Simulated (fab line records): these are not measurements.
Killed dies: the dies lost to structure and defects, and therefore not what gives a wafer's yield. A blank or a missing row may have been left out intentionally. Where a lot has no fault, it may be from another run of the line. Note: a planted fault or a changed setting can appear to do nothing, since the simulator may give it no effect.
Matching of chambers | flow nandHarc | 4 sister chambers for NHARC_A_STAIRCASE_ETCH_271 on rieDiel-09
The step etches the open film in CF4/CHF3. 8 wafers are shown with their chamber, then 7 later ones without.

WAFERS WITH THEIR CHAMBER
wafer  | chamber | drypumpMotorCurrentA (A) | showerheadPlenumPTorr (Torr)
L077.6 | 0       | 6.2                      | 1.68
L083.1 | 2       | 6.3                      | 1.63
L083.3 | 1       | 5.5                      | 1.59
L083.4 | 0       | 6.2                      | 1.67
L083.5 | 2       | 6.3                      | 1.63
L083.6 | 3       | 4.9                      | 1.51
L088.1 | 3       | 5.0                      | 1.50
L088.4 | 1       | 5.5                      | 1.58

WAFERS WITH NO CHAMBER GIVEN
wafer  | drypumpMotorCurrentA (A) | showerheadPlenumPTorr (Torr)
L088.5 | 5.0                      | 1.50
L093.3 | 4.9                      | 1.50
L093.4 | 6.2                      | 1.67
L093.6 | 5.0                      | 1.50
L095.2 | 5.5                      | 1.58
L095.3 | 6.3                      | 1.62
L095.6 | 5.5                      | 1.58

WHICH CHAMBER EACH ONE RAN IN
wafer  | from the rows above | in truth
L088.5 | 3                   | 3
L093.3 | 3                   | 3
L093.4 | 0                   | 0
L093.6 | 3                   | 3
L095.2 | 1                   | 1
L095.3 | 2                   | 2
L095.6 | 1                   | 1
Placed correctly: 7 of 7. From these rows, 0 cannot be placed. Wrongly placed: 0.
How it was worked out, from the rows above alone: a wafer's distance from a chamber is the root of the sum, over the readings, of the square of ((its reading less the chamber's mean) divided by the reading's scatter). The wafer belongs to the nearest chamber; if the next one is less than 2 further off, it can't be placed. The mean given for a chamber averages the wafers shown for that chamber. The scatter: the root of (the sum of the squares of (reading less its chamber's mean) over the shown wafers, divided by (wafers less chambers)).
